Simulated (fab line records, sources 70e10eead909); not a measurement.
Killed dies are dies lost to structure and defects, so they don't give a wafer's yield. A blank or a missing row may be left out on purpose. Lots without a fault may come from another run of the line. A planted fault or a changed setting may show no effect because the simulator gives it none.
fab line records | flow nand_harc
record lots=24 wafers=72 last_day=35
route steps=1302 shown P_GATE@207 P_CONTACT@244 P_M1@299
lots that met no fault: from a run of the same line without faults
start_h: hours from the record's first day to the start of the lot's first wafer shown | wait_h: hours since the lot's step before | " the same as in the row above | L1.1+2: a row that stands for several wafers | - no value, or no start given | * or withheld: withheld | < > ~ a bound
route shown NAME@n: a module of which the file shows steps, and the number in the route of the first | usual: mean/standard deviation of fault-free wafers | same: alike in all rows | chamber/n: place in a boat | sites: the reading at each site | _std_site: their standard deviation | _edge_site: outer sites' mean less inner sites' | radius_mm: how far each site lies from the wafer's centre | mask NAME#n: copy n | behind: the tool/chamber that last shaped the wafer | hold: why the lot was held/for how many hours/how that ended | device: the transistor (n, p or np) that didn't switch | end of line: the same wafers' tests at the end of the route | a step without rows: its recipe alone | killed: dies lost to structure and defects at the first sort, not the wafer's yield | map: a wafer's dies, x killed, . not, _ none there
set.NAME: the setting as run; set.NAME@STEP: as run at that earlier step | model.NAME: the simulator's own value behind a step, which no gauge read
steps of the route over a sample of lots; a table a step, a row a wafer
services: from which hour (start_h, from the record's first day; less than 0 if before it) a tool's chamber was out of use, for how many hours, and why
## steps
# step NHARC_P_GATE_RTA_64
# recipe temp_c=1050 time_s=1
# usual lamp_power_pct=32.3/0.59 wafer_temp_C_max=1054.9/1
# columns lot.wafer tool chamber start_h wait_h lamp_power_pct wafer_temp_C_max
L074.2 rtp_anneal-02 0 110.91 - 31.8 1055.6
L074.3 " 0 " " 31.9 1055.2
L074.5 " 0 " " 31.9 1053.9
L075.1 rtp_anneal-02 0 124.62 - 31.9 1056.0
L075.3 " 0 " " 31.8 1053.9
L075.4 " 0 " " 31.8 1054.5
L076.2 rtp_anneal-01 0 129.74 - 33.1 1053.8
L076.4 " 0 " " 33.1 1053.8
L076.5 " 0 " " 33.0 1054.6
L077.1 rtp_anneal-02 0 139.70 - 31.8 1054.6
L077.5 " 0 " " 31.8 1056.0
L077.6 " 0 " " 31.9 1055.1
L082.2 rtp_anneal-02 0 214.00 - 31.9 1055.9
L082.3 " 0 " " 31.8 1053.9
L082.6 " 0 " " 31.8 1055.5
L081.1 rtp_anneal-01 0 214.76 - 33.0 1054.8
L081.3 " 0 " " 33.0 1056.3
L081.6 " 0 " " 33.0 1054.3
L078.1 rtp_anneal-02 0 215.31 - 31.9 1054.6
L078.3 " 0 " " 31.9 1055.5
L078.5 " 0 " " 31.8 1056.8
L083.1 rtp_anneal-02 0 220.84 - 31.9 1054.2
L083.2 " 0 " " 31.9 1055.5
L083.4 " 0 " " 31.8 1055.3
L080.2 rtp_anneal-02 0 221.80 - 31.8 1055.5
L080.4 " 0 " " 31.8 1055.3
L080.5 " 0 " " 31.8 1055.6
L084.3 rtp_anneal-02 0 222.00 - 31.9 1055.4
L084.4 " 0 " " 31.9 1054.8
L084.5 " 0 " " 31.9 1055.4
L079.1 rtp_anneal-01 0 227.36 - 33.0 1056.4
L079.3 " 0 " " 33.0 1054.3
L079.5 " 0 " " 33.0 1054.8
L085.3 rtp_anneal-02 0 230.22 - 31.9 1055.5
L085.4 " 0 " " 31.8 1055.2
L085.6 " 0 " " 31.9 1054.8
L086.1 rtp_anneal-02 0 233.78 - 31.8 1054.5
L086.3 " 0 " " 31.9 1055.3
L086.4 " 0 " " 31.9 1055.9
L087.1 rtp_anneal-01 0 255.82 - 33.0 1054.8
L087.2 " 0 " " 33.0 1054.6
L087.5 " 0 " " 33.0 1054.4
L088.3 rtp_anneal-02 0 257.44 - 31.8 1054.5
L088.4 " 0 " " 31.9 1055.4
L088.5 " 0 " " 31.8 1055.2
L089.4 rtp_anneal-01 0 260.46 - 32.9 1053.3
L089.5 " 0 " " 33.0 1054.9
L089.6 " 0 " " 33.0 1055.7
L090.1 rtp_anneal-02 0 273.03 - 31.9 1054.0
L090.3 " 0 " " 31.8 1055.6
L090.5 " 0 " " 31.9 1054.1
L091.1 rtp_anneal-01 0 279.79 - 33.0 1054.0
L091.5 " 0 " " 33.0 1055.3
L091.6 " 0 " " 33.0 1055.3
L092.1 rtp_anneal-01 0 298.25 - 33.0 1053.0
L092.5 " 0 " " 33.0 1055.2
L092.6 " 0 " " 33.1 1055.6
L093.1 rtp_anneal-01 0 300.21 - 33.1 1053.6
L093.2 " 0 " " 33.1 1054.6
L093.5 " 0 " " 33.1 1054.4
L094.1 rtp_anneal-01 0 311.42 - 33.0 1053.5
L094.2 " 0 " " 33.0 1054.1
L094.3 " 0 " " 33.0 1054.0
L095.1 rtp_anneal-01 0 331.37 - 33.1 1055.0
L095.3 " 0 " " 33.1 1054.1
L095.5 " 0 " " 33.0 1053.8
L096.3 rtp_anneal-02 0 337.71 - 31.9 1055.3
L096.5 " 0 " " 31.8 1054.8
L096.6 " 0 " " 31.8 1054.6
L097.2 rtp_anneal-02 0 342.74 - 31.9 1058.2
L097.3 " 0 " " 31.8 1056.3
L097.6 " 0 " " 31.9 1054.0
# step NHARC_P_CONTACT_DEGAS_38
# recipe temp_c=300 time_s=60
# usual heater_power_w=489/37
# columns lot.wafer tool chamber start_h wait_h heater_power_w
L074.2 pvd_sputter-02 - 116.20 - 452
L074.3 " - " " 446
L074.5 " - " " 457
L075.3 pvd_sputter-03 - 129.27 - 529
L075.1 " - " " 524
L075.4 " - " " 480
L076.4 pvd_sputter-03 - 134.25 - 518
L076.2 " - " " 509
L076.5 " - " " 514
L077.1 pvd_sputter-03 - 144.38 - 484
L077.5 " - " " 478
L077.6 " - " " 491
L082.2 pvd_sputter-02 - 218.61 - 462
L082.3 " - " " 470
L082.6 " - " " 464
L081.3 pvd_sputter-03 - 219.60 - 506
L081.1 " - " " 475
L081.6 " - " " 447
L078.1 pvd_sputter-01 - 219.99 - 450
L078.3 " - " " 511
L078.5 " - " " 524
L083.4 pvd_sputter-03 - 225.73 - 554
L083.2 " - " " 512
L083.1 " - " " 455
L080.2 pvd_sputter-02 - 226.90 - 454
L080.4 " - " " 453
L080.5 " - " " 471
L084.3 pvd_sputter-03 - 226.96 - 517
L084.4 " - " " 456
L084.5 " - " " 561
L079.3 pvd_sputter-03 - 232.24 - 467
L079.1 " - " " 456
L079.5 " - " " 550
L085.4 pvd_sputter-02 - 234.95 - 465
L085.3 " - " " 455
L085.6 " - " " 462
L086.3 pvd_sputter-03 - 238.42 - 457
L086.1 " - " " 478
L086.4 " - " " 548
L087.2 pvd_sputter-01 - 260.36 - 516
L087.1 " - " " 428
L087.5 " - " " 537
L088.4 pvd_sputter-03 - 261.90 - 506
L088.3 " - " " 442
L088.5 " - " " 510
L089.4 pvd_sputter-01 - 265.06 - 526
L089.6 " - " " 509
L089.5 " - " " 409
L090.3 pvd_sputter-02 - 277.68 - 466
L090.1 " - " " 461
L090.5 " - " " 478
L091.1 pvd_sputter-01 - 284.50 - 433
L091.6 " - " " 519
L091.5 " - " " 526
L092.1 pvd_sputter-02 - 302.76 - 444
L092.6 " - " " 491
L092.5 " - " " 439
L093.1 pvd_sputter-03 - 304.90 - 485
L093.2 " - " " 553
L093.5 " - " " 479
L094.1 pvd_sputter-01 - 316.01 - 495
L094.2 " - " " 529
L094.3 " - " " 420
L095.3 pvd_sputter-03 - 336.06 - 440
L095.1 " - " " 534
L095.5 " - " " 471
L096.3 pvd_sputter-03 - 342.31 - 505
L096.5 " - " " 525
L096.6 " - " " 430
L097.2 pvd_sputter-03 - 347.43 - 556
L097.3 " - " " 465
L097.6 " - " " 525
# step NHARC_P_M1_ETCH_35
# recipe target_depth_a=400 overetch_a=120 time_s=43.94 ion_energy_ev=200 n2_flow_sccm=150 h2_flow_sccm=150 ar_flow_sccm=0 rf_w=400 bias_w=150 chemistry=N2/H2
# usual bias_w=150.0/0.42 drypump_motor_current_A=5.8/0.46 oes_product_au=0.995/0.0086 rf_vpp_V=430.1/2.2 showerhead_plenum_p_Torr=2.03/0.076 throttle_valve_pct=14.171/0.009
# columns lot.wafer tool chamber start_h wait_h bias_w drypump_motor_current_A oes_product_au rf_hours_counter_h rf_vpp_V showerhead_plenum_p_Torr throttle_valve_pct
L074.2 rie_diel-03 1 122.91 0.1 150.1 5.7 0.990 0 430.8 2.03 14.156
L074.3 " 2 " " 150.0 5.6 1.000 0 434.5 2.18 14.162
L074.5 " 1 " " 150.0 5.7 0.993 - 430.6 2.03 14.178
L075.3 rie_diel-03 0 136.08 0.1 150.7 6.7 1.001 0 428.3 1.97 14.159
L075.4 " 1 " " 149.9 5.7 0.998 1 429.5 2.03 14.167
L075.1 " 3 " " 150.1 5.3 0.995 1 432.1 2.03 14.160
L076.2 rie_diel-12 2 141.14 0.1 150.5 5.3 0.996 5 431.6 2.12 14.150
L076.4 " 3 " " 149.0 5.9 1.006 6 427.1 1.93 14.170
L076.5 " 3 " " 149.9 5.9 0.997 - 426.3 1.93 14.175
L077.1 rie_diel-03 1 151.94 0.1 149.6 5.7 0.994 2 430.1 2.03 14.170
L077.5 " 3 " " 149.5 5.3 0.996 - 430.2 2.03 14.151
L077.6 " 1 " " 150.4 5.8 0.993 - 430.0 2.03 14.180
L082.3 rie_diel-03 2 225.35 0.1 149.9 5.6 0.999 8 434.0 2.18 14.170
L082.2 " 3 " " 149.5 5.3 0.994 8 431.6 2.03 14.172
L082.6 " 1 " " 150.3 5.7 0.979 - 429.3 2.03 14.191
L081.3 rie_diel-06 1 226.17 0.1 150.3 6.1 0.991 26 431.8 2.08 14.188
L081.1 " 2 " " 149.8 5.9 0.996 29 427.2 1.94 14.171
L081.6 " 2 " " 150.0 5.9 1.001 - 428.4 1.94 14.167
L078.1 rie_diel-06 1 226.69 0.1 149.9 6.1 0.996 26 431.6 2.08 14.167
L078.3 " 2 " " 150.4 5.9 0.999 29 427.3 1.94 14.174
L078.5 " 0 " " 149.7 6.8 1.002 - 429.8 1.99 14.169
L083.1 rie_diel-12 2 232.32 0.1 149.4 5.3 0.978 13 433.1 2.12 14.170
L083.4 " 3 " " 150.1 5.9 0.992 13 426.5 1.93 14.167
L083.2 " 1 " " 149.4 5.7 1.004 12 428.8 2.00 14.165
L084.4 rie_diel-03 1 234.15 0.1 150.8 5.7 0.984 8 429.9 2.03 14.162
L084.3 " 2 " " 149.7 5.6 1.002 8 433.5 2.18 14.152
L084.5 " 1 " " 149.5 5.7 1.002 - 431.1 2.03 14.165
L080.4 rie_diel-12 2 234.31 0.1 150.5 5.3 0.978 13 432.5 2.12 14.148
L080.2 " 3 " " 150.6 5.9 1.000 13 427.5 1.93 14.174
L080.5 " 2 " " 150.3 5.2 0.995 - 432.6 2.12 14.178
L079.3 rie_diel-12 3 239.25 0.1 150.6 5.9 0.980 13 427.8 1.93 14.170
L079.1 " 1 " " 148.9 5.7 1.012 12 430.0 2.00 14.170
L079.5 " 2 " " 149.4 5.3 0.971 - 433.5 2.12 14.160
L085.4 rie_diel-12 3 241.73 0.1 149.6 5.9 1.000 13 425.5 1.93 14.169
L085.3 " 0 " " 149.4 6.3 0.995 9 429.5 1.99 14.168
L085.6 " 3 " " 150.1 5.9 1.006 - 426.7 1.93 14.162
L086.1 rie_diel-12 2 245.07 0.1 149.8 5.3 0.985 13 433.0 2.12 14.170
L086.3 " 3 " " 149.8 5.9 0.997 14 427.1 1.93 14.183
L086.4 " 1 " " 149.6 5.7 1.019 13 430.2 2.00 14.158
L087.2 rie_diel-12 2 267.04 0.1 150.4 5.2 0.995 14 431.5 2.12 14.182
L087.1 " 3 " " 150.1 5.9 0.997 15 426.0 1.93 14.163
L087.5 " 2 " " 150.3 5.3 0.985 - 432.4 2.12 14.168
L088.4 rie_diel-12 0 268.61 0.1 149.7 6.3 0.989 11 428.9 1.99 14.164
L088.3 " 1 " " 149.8 5.7 1.009 14 431.3 2.00 14.177
L088.5 " 0 " " 151.0 6.3 0.978 - 429.7 1.99 14.179
L089.4 rie_diel-03 2 271.87 0.1 149.7 5.6 1.004 10 433.6 2.18 14.167
L089.5 " 2 " " 149.2 5.6 1.006 - 433.8 2.18 14.150
L089.6 " 3 " " 150.5 5.3 0.989 - 429.5 2.03 14.185
L090.3 rie_diel-12 2 284.26 0.1 150.1 5.2 0.995 1 432.4 2.12 14.178
L090.1 " 3 " " 149.4 5.9 0.989 1 426.9 1.92 14.158
L090.5 " 2 " " 149.7 5.3 1.008 - 433.1 2.12 14.186
L091.1 rie_diel-03 2 291.14 0.1 149.9 5.6 1.006 0 433.4 2.18 14.178
L091.6 " 1 " " 150.2 5.8 0.996 - 429.7 2.02 14.172
L091.5 " 2 " " 149.8 5.6 1.005 - 435.7 2.18 14.169
L092.1 rie_diel-03 2 309.37 0.1 150.1 5.6 1.012 1 432.3 2.18 14.160
L092.6 " 3 " " 150.9 5.3 1.002 - 430.6 2.03 14.176
L092.5 " 0 " " 150.9 6.7 0.992 - 428.7 1.97 14.178
L093.2 rie_diel-03 2 311.56 0.1 149.9 5.6 1.000 2 435.6 2.18 14.165
L093.1 " 0 " " 150.2 6.7 0.984 1 427.9 1.97 14.157
L093.5 " 3 " " 150.3 5.3 0.999 - 429.5 2.03 14.174
L094.1 rie_diel-12 1 322.63 0.1 149.9 5.7 0.997 2 430.2 2.00 14.168
L094.3 " 2 " " 150.0 5.3 0.989 6 432.1 2.11 14.179
L094.2 " 0 " " 150.5 6.3 1.001 6 430.0 1.99 14.172
L095.1 rie_diel-12 0 343.30 0.1 150.1 6.3 0.999 9 428.5 1.99 14.176
L095.3 " 1 " " 150.4 5.6 1.004 5 430.7 2.00 14.180
L095.5 " 0 " " 149.7 6.3 0.993 - 428.3 1.99 14.165
L096.3 rie_diel-03 0 349.22 0.1 150.0 6.7 0.996 4 428.8 1.97 14.174
L096.5 " 0 " " 150.4 6.7 0.995 - 429.1 1.97 14.178
L096.6 " 1 " " 150.2 5.7 0.987 - 431.3 2.02 14.173
L097.3 rie_diel-12 0 353.98 0.1 149.8 6.3 1.006 9 430.0 1.99 14.176
L097.2 " 1 " " 149.8 5.7 0.994 6 428.9 2.00 14.175
L097.6 " 3 " " 150.1 5.9 0.995 - 427.1 1.92 14.169
# step NHARC_P_M1_STRIP_18
# recipe power_w=1000 n2_flow_sccm=150 h2_flow_sccm=150 ar_flow_sccm=0 bias_w=0 chemistry=N2/H2
# usual drypump_motor_current_A=5.9/0.47 oes_product_au=0.996/0.0094 rf_vpp_V=90.5/0.89 showerhead_plenum_p_Torr=2.03/0.074 throttle_valve_pct=14.172/0.01
# same bias_w=0
# columns lot.wafer tool chamber start_h wait_h drypump_motor_current_A oes_product_au rf_hours_counter_h rf_vpp_V showerhead_plenum_p_Torr throttle_valve_pct
L074.3 rie_diel-12 1 123.20 0.1 5.7 1.008 3 89.7 2.01 14.167
L074.2 " 2 " " 5.3 0.988 3 91.3 2.12 14.159
L074.5 " 2 " " 5.3 0.992 - 91.4 2.12 14.196
L075.3 rie_diel-12 1 136.38 0.1 5.7 1.007 4 89.0 2.01 14.177
L075.4 " 3 " " 5.9 1.005 5 89.7 1.93 14.170
L075.1 " 0 " " 6.3 0.996 2 90.3 2.00 14.185
L076.2 rie_diel-12 2 141.48 0.1 5.2 0.984 5 90.4 2.12 14.172
L076.4 " 3 " " 5.9 1.001 6 92.0 1.93 14.171
L076.5 " 1 " " 5.7 1.009 - 90.1 2.01 14.157
L077.1 rie_diel-12 3 152.42 0.2 6.0 1.005 7 91.2 1.93 14.187
L077.6 " 1 " " 5.7 1.017 - 90.6 2.01 14.176
L077.5 " 2 " " 5.3 0.996 - 92.1 2.12 14.163
L082.3 rie_diel-03 0 225.64 0.1 6.7 1.003 7 89.0 1.97 14.168
L082.2 " 2 " " 5.6 0.993 8 90.5 2.18 14.170
L082.6 " 0 " " 6.7 1.002 - 89.7 1.97 14.172
L081.1 rie_diel-03 1 226.49 0.1 5.8 0.976 7 90.9 2.03 14.195
L081.3 " 2 " " 5.6 0.990 8 89.8 2.18 14.172
L081.6 " 1 " " 5.8 0.990 - 89.6 2.03 14.153
L078.3 rie_diel-12 0 226.98 0.1 6.3 0.983 9 90.7 1.99 14.188
L078.1 " 2 " " 5.3 0.995 13 90.3 2.12 14.176
L078.5 " 0 " " 6.3 0.985 - 90.0 1.99 14.181
L083.4 rie_diel-06 3 232.62 0.1 5.5 0.981 28 89.8 2.02 14.156
L083.1 " 0 " " 6.8 0.998 27 90.1 1.99 14.179
L083.2 " 2 " " 5.9 0.992 30 88.9 1.94 14.171
L084.3 rie_diel-03 1 234.44 0.1 5.8 0.997 8 90.1 2.03 14.183
L084.4 " 2 " " 5.6 0.997 8 91.2 2.18 14.175
L084.5 " 1 " " 5.8 0.993 - 91.0 2.03 14.165
L080.2 rie_diel-12 2 234.65 0.1 5.3 0.983 13 90.3 2.12 14.167
L080.4 " 3 " " 5.9 0.991 13 90.7 1.93 14.156
L080.5 " 0 " " 6.3 0.982 - 89.6 1.99 14.169
L079.3 rie_diel-06 3 239.60 0.1 5.5 0.989 30 90.1 2.02 14.169
L079.1 " 0 " " 6.8 0.993 29 90.0 1.99 14.178
L079.5 " 1 " " 6.1 0.993 - 92.0 2.07 14.166
L085.4 rie_diel-12 1 242.04 0.1 5.6 1.009 12 92.3 2.00 14.178
L085.3 " 2 " " 5.3 0.995 13 90.7 2.12 14.167
L085.6 " 0 " " 6.3 0.994 - 91.0 1.99 14.164
L086.3 rie_diel-03 3 245.36 0.1 5.3 0.992 9 92.0 2.03 14.188
L086.4 " 0 " " 6.7 0.986 9 89.7 1.97 14.166
L086.1 " 2 " " 5.6 0.993 9 90.2 2.18 14.174
L087.1 rie_diel-03 2 267.36 0.1 5.6 1.010 10 91.6 2.18 14.177
L087.2 " 3 " " 5.3 0.980 10 90.9 2.03 14.177
L087.5 " 2 " " 5.6 1.006 - 90.8 2.18 14.161
L088.4 rie_diel-03 1 268.92 0.1 5.7 0.991 10 91.1 2.03 14.171
L088.3 " 3 " " 5.3 0.999 10 89.7 2.03 14.161
L088.5 " 1 " " 5.7 0.989 - 89.4 2.03 14.162
L089.4 rie_diel-03 3 272.22 0.1 5.3 0.992 11 90.7 2.03 14.168
L089.5 " 1 " " 5.8 0.990 - 90.5 2.02 14.158
L089.6 " 2 " " 5.6 0.998 - 92.9 2.18 14.174
L090.3 rie_diel-06 0 284.62 0.1 6.8 1.004 42 90.8 1.99 14.172
L090.1 " 2 " " 5.8 1.006 44 89.6 1.93 14.173
L090.5 " 3 " " 5.4 0.997 - 90.9 2.02 14.167
L091.1 rie_diel-03 1 291.43 0.1 5.7 0.986 0 90.0 2.03 14.182
L091.6 " 1 " " 5.8 0.994 - 90.5 2.02 14.167
L091.5 " 2 " " 5.6 1.010 - 91.7 2.18 14.175
L092.1 rie_diel-03 2 309.73 0.1 5.6 0.997 1 92.9 2.18 14.182
L092.6 " 3 " " 5.3 0.994 - 90.7 2.03 14.176
L092.5 " 0 " " 6.7 0.979 - 92.0 1.97 14.189
L093.1 rie_diel-12 3 311.85 0.1 5.9 1.002 6 89.8 1.92 14.187
L093.2 " 0 " " 6.3 0.993 6 90.0 1.99 14.172
L093.5 " 3 " " 5.9 0.987 - 89.6 1.92 14.174
L094.2 rie_diel-03 2 322.94 0.1 5.6 1.004 2 90.6 2.18 14.169
L094.3 " 0 " " 6.6 1.002 2 90.5 1.97 14.165
L094.1 " 1 " " 5.7 0.986 2 91.7 2.02 14.164
L095.3 rie_diel-03 1 343.60 0.1 5.7 0.999 3 89.7 2.02 14.165
L095.1 " 0 " " 6.7 0.994 4 89.9 1.97 14.176
L095.5 " 2 " " 5.6 1.008 - 90.9 2.18 14.176
L096.3 rie_diel-12 3 349.51 0.1 5.9 0.989 9 89.7 1.92 14.175
L096.5 " 3 " " 5.9 0.995 - 91.0 1.92 14.189
L096.6 " 0 " " 6.4 0.996 - 91.0 1.99 14.174
L097.3 rie_diel-03 1 354.26 0.1 5.8 0.994 4 92.0 2.02 14.179
L097.2 " 0 " " 6.7 1.000 5 89.5 1.97 14.168
L097.6 " 1 " " 5.7 0.988 - 91.1 2.02 14.174
# step NHARC_P_M1_ETCH_28
# recipe target_depth_a=300 over_etch_frac=0.3 time_s=72.99 ion_energy_ev=150 cf4_flow_sccm=50 n2_flow_sccm=100 ar_flow_sccm=150 rf_w=300 bias_w=100 chemistry=CF4/N2
# usual bias_w=100.0/0.3 drypump_motor_current_A=5.9/0.49 oes_product_au=0.996/0.0088 rf_vpp_V=313.9/1.8 showerhead_plenum_p_Torr=2.61/0.086 throttle_valve_pct=19.793/0.008
# columns lot.wafer tool chamber start_h wait_h bias_w drypump_motor_current_A oes_product_au rf_hours_counter_h rf_vpp_V showerhead_plenum_p_Torr throttle_valve_pct
L074.2 rie_diel-12 3 - - 99.6 5.9 1.007 3 310.7 2.49 19.796
L074.3 " 2 " " 100.5 5.3 0.983 3 315.5 2.72 19.792
L074.5 " 3 " " 100.1 6.0 1.007 - 312.0 2.49 19.789
L075.3 rie_diel-12 3 - - 100.1 5.9 1.003 5 312.4 2.49 19.801
L075.1 " 0 " " 99.5 6.3 0.992 3 314.1 2.57 19.790
L075.4 " 1 " " 100.3 5.7 1.015 4 312.6 2.59 19.802
L076.2 rie_diel-12 0 - - 99.8 6.3 1.002 3 313.2 2.57 19.787
L076.4 " 1 " " 99.8 5.7 1.010 5 312.3 2.58 19.788
L076.5 " 1 " " 99.6 5.7 1.011 - 312.6 2.59 19.812
L077.1 rie_diel-12 0 - - 99.9 6.3 0.985 4 313.0 2.57 19.792
L077.5 " 1 " " 100.2 5.7 1.011 - 313.3 2.58 19.797
L077.6 " 2 " " 99.8 5.3 0.995 - 317.6 2.72 19.797
L082.2 rie_diel-03 1 - - 99.9 5.8 0.984 7 312.6 2.61 19.778
L082.3 " 3 " " 100.3 5.3 0.999 8 313.9 2.62 19.790
L082.6 " 1 " " 100.2 5.7 0.985 - 314.7 2.61 19.795
L081.1 rie_diel-03 1 - - 100.1 5.7 0.987 7 311.3 2.61 19.793
L081.3 " 0 " " 100.0 6.7 0.993 7 312.4 2.55 19.804
L081.6 " 2 " " 99.9 5.6 0.997 - 315.3 2.79 19.799
L078.3 rie_diel-12 2 - - 99.7 5.3 0.988 13 315.9 2.72 19.792
L078.1 " 0 " " 100.1 6.4 0.994 9 313.6 2.57 19.771
L078.5 " 3 " " 100.9 5.9 0.993 - 312.5 2.49 19.797
L083.2 rie_diel-06 1 - - 99.3 6.1 1.002 28 313.9 2.67 19.797
L083.1 " 2 " " 100.3 5.9 0.999 30 311.2 2.50 19.785
L083.4 " 0 " " 100.2 6.8 1.004 27 314.5 2.57 19.790
L084.3 rie_diel-03 3 - - 100.1 5.3 1.007 8 314.0 2.62 19.796
L084.4 " 2 " " 100.0 5.6 1.014 8 315.2 2.79 19.781
L084.5 " 0 " " 99.6 6.7 1.004 - 313.9 2.55 19.781
L080.4 rie_diel-12 1 - - 99.8 5.7 1.010 12 313.7 2.58 19.786
L080.2 " 3 " " 100.1 5.9 1.003 13 311.3 2.49 19.789
L080.5 " 0 " " 100.6 6.3 0.983 - 311.4 2.57 19.787
L079.1 rie_diel-06 0 - - 99.9 6.8 1.000 29 313.3 2.57 19.788
L079.3 " 2 " " 100.0 5.9 0.999 33 311.5 2.50 19.795
L079.5 " 1 " " 99.9 6.1 0.996 - 314.2 2.67 19.784
L085.4 rie_diel-12 0 - - 100.5 6.3 0.984 9 313.3 2.57 19.775
L085.3 " 1 " " 100.2 5.7 1.011 12 312.8 2.58 19.801
L085.6 " 0 " " 100.3 6.3 0.991 - 314.2 2.57 19.807
L086.4 rie_diel-03 3 - - 100.1 5.3 0.988 10 313.3 2.62 19.791
L086.1 " 1 " " 100.7 5.7 0.985 9 315.6 2.61 19.795
L086.3 " 2 " " 99.9 5.6 0.993 9 317.3 2.79 19.788
L087.1 rie_diel-03 1 - - 100.3 5.7 0.990 10 313.2 2.61 19.813
L087.2 " 3 " " 99.8 5.3 0.991 10 314.7 2.62 19.795
L087.5 " 1 " " 100.5 5.7 0.983 - 313.8 2.61 19.803
L088.4 rie_diel-03 1 - - 100.2 5.8 0.984 10 313.3 2.61 19.793
L088.3 " 2 " " 100.1 5.6 0.992 10 317.2 2.79 19.801
L088.5 " 0 " " 100.0 6.7 0.996 - 312.0 2.54 19.808
L089.4 rie_diel-03 3 - - 99.7 5.3 0.986 11 315.4 2.62 19.802
L089.5 " 2 " " 100.1 5.6 0.998 - 315.5 2.79 19.780
L089.6 " 3 " " 100.2 5.2 0.993 - 315.9 2.62 19.781
L090.3 rie_diel-06 0 - - 100.5 6.8 0.998 42 313.2 2.56 19.791
L090.1 " 1 " " 100.0 6.1 1.001 42 314.1 2.66 19.805
L090.5 " 1 " " 100.2 6.1 0.995 - 314.6 2.66 19.798
L091.1 rie_diel-03 0 - - 99.9 6.7 1.008 0 313.4 2.54 19.799
L091.6 " 1 " " 100.2 5.7 0.997 - 314.2 2.61 19.797
L091.5 " 2 " " 100.2 5.6 1.003 - 317.1 2.79 19.796
L092.1 rie_diel-03 1 - - 99.9 5.7 0.994 1 315.0 2.61 19.809
L092.5 " 0 " " 99.9 6.7 0.987 - 313.7 2.54 19.795
L092.6 " 1 " " 99.7 5.7 0.988 - 313.6 2.61 19.804
L093.2 rie_diel-12 2 - - 100.2 5.3 0.995 6 316.8 2.71 19.783
L093.1 " 0 " " 100.0 6.3 0.994 6 312.0 2.57 19.791
L093.5 " 3 " " 99.5 5.9 0.999 - 311.8 2.49 19.783
L094.1 rie_diel-03 2 - - 99.6 5.5 1.007 2 318.3 2.79 19.780
L094.3 " 0 " " 99.8 6.7 0.987 2 313.0 2.54 19.782
L094.2 " 1 " " 100.0 5.8 0.989 2 313.8 2.61 19.792
L095.1 rie_diel-03 1 - - 100.3 5.7 0.991 3 314.3 2.61 19.794
L095.3 " 2 " " 100.1 5.6 1.015 3 317.2 2.79 19.791
L095.5 " 1 " " 99.8 5.7 0.992 - 315.4 2.61 19.803
L096.3 rie_diel-12 0 - - 100.5 6.3 0.994 9 311.5 2.57 19.790
L096.6 " 3 " " 100.0 5.9 0.991 - 313.6 2.49 19.791
L096.5 " 0 " " 100.3 6.4 0.994 - 313.3 2.57 19.793
L097.2 rie_diel-03 0 - - 99.5 6.7 0.996 5 311.8 2.54 19.796
L097.3 " 2 " " 99.7 5.6 1.003 4 316.9 2.79 19.800
L097.6 " 3 " " 100.3 5.3 0.996 - 315.4 2.61 19.783
# step NHARC_P_M1_DEGAS_29
# recipe temp_c=250 time_s=60
# usual heater_power_w=351/28
# columns lot.wafer tool chamber start_h wait_h heater_power_w
L074.3 pvd_sputter-03 - 123.91 - 362
L074.2 " - " " 364
L074.5 " - " " 348
L075.4 pvd_sputter-02 - 137.02 - 317
L075.1 " - " " 323
L075.3 " - " " 330
L076.2 pvd_sputter-03 - 142.09 - 375
L076.4 " - " " 367
L076.5 " - " " 347
L077.1 pvd_sputter-03 - 153.03 - 365
L077.6 " - " " 358
L077.5 " - " " 373
L082.2 pvd_sputter-03 - 226.29 - 391
L082.3 " - " " 319
L082.6 " - " " 389
L081.3 pvd_sputter-02 - 227.11 - 328
L081.1 " - " " 313
L081.6 " - " " 326
L078.1 pvd_sputter-03 - 227.63 - 349
L078.3 " - " " 394
L078.5 " - " " 326
L083.1 pvd_sputter-02 - 233.26 - 332
L083.2 " - " " 320
L083.4 " - " " 319
L084.3 pvd_sputter-03 - 235.12 - 371
L084.4 " - " " 313
L084.5 " - " " 370
L080.4 pvd_sputter-03 - 235.29 - 364
L080.2 " - " " 341
L080.5 " - " " 373
L079.1 pvd_sputter-03 - 240.20 - 370
L079.3 " - " " 324
L079.5 " - " " 371
L085.3 pvd_sputter-02 - 242.67 - 348
L085.4 " - " " 330
L085.6 " - " " 318
L086.4 pvd_sputter-03 - 246.00 - 402
L086.1 " - " " 368
L086.3 " - " " 340
L087.1 pvd_sputter-03 - 267.96 - 386
L087.2 " - " " 366
L087.5 " - " " 379
L088.3 pvd_sputter-01 - 269.54 - 368
L088.4 " - " " 374
L088.5 " - " " 357
L089.4 pvd_sputter-03 - 272.83 - 339
L089.6 " - " " 369
L089.5 " - " " 318
L090.3 pvd_sputter-01 - 285.24 - 309
L090.1 " - " " 382
L090.5 " - " " 301
L091.1 pvd_sputter-03 - 292.07 - 334
L091.6 " - " " 321
L091.5 " - " " 339
L092.1 pvd_sputter-01 - 310.31 - 359
L092.6 " - " " 381
L092.5 " - " " 368
L093.2 pvd_sputter-01 - 312.49 - 297
L093.1 " - " " 368
L093.5 " - " " 366
L094.1 pvd_sputter-02 - 323.61 - 319
L094.2 " - " " 319
L094.3 " - " " 328
L095.1 pvd_sputter-03 - 344.26 - 366
L095.3 " - " " 321
L095.5 " - " " 366
L096.3 pvd_sputter-01 - 350.16 - 385
L096.5 " - " " 379
L096.6 " - " " 379
L097.3 pvd_sputter-01 - 354.92 - 384
L097.2 " - " " 301
L097.6 " - " " 365
## services
# columns tool chamber start_h hours kind
rie_diel-12 3 88.12 15.8 repair
pvd_sputter-02 - 89.87 2.1 repair
rie_diel-12 - 91.80 9.0 pm
pvd_sputter-02 - 104.02 10.0 pm
rie_diel-03 - 104.30 9.0 pm
pvd_sputter-01 - 108.80 9.2 repair
rie_diel-12 0 118.72 4.5 repair
pvd_sputter-03 - 124.56 1.7 repair
rie_diel-12 0 124.99 9.8 repair
pvd_sputter-01 - 134.35 22.0 repair
rie_diel-03 2 151.05 5.6 repair
pvd_sputter-01 - 160.34 2.3 repair
pvd_sputter-03 - 170.03 10.0 pm
pvd_sputter-02 - 181.72 0.8 repair
rie_diel-12 0 187.32 14.6 repair
pvd_sputter-03 - 189.44 9.0 repair
rtp_anneal-02 - 217.08 1.5 repair
pvd_sputter-01 - 226.00 10.0 pm
rie_diel-12 - 252.69 0.6 repair
rie_diel-12 - 268.80 9.0 pm
rie_diel-03 1 276.01 9.4 repair
rie_diel-03 - 281.30 9.0 pm
rie_diel-12 1 283.26 15.4 repair
pvd_sputter-03 - 348.03 10.0 pm
## key
fault none
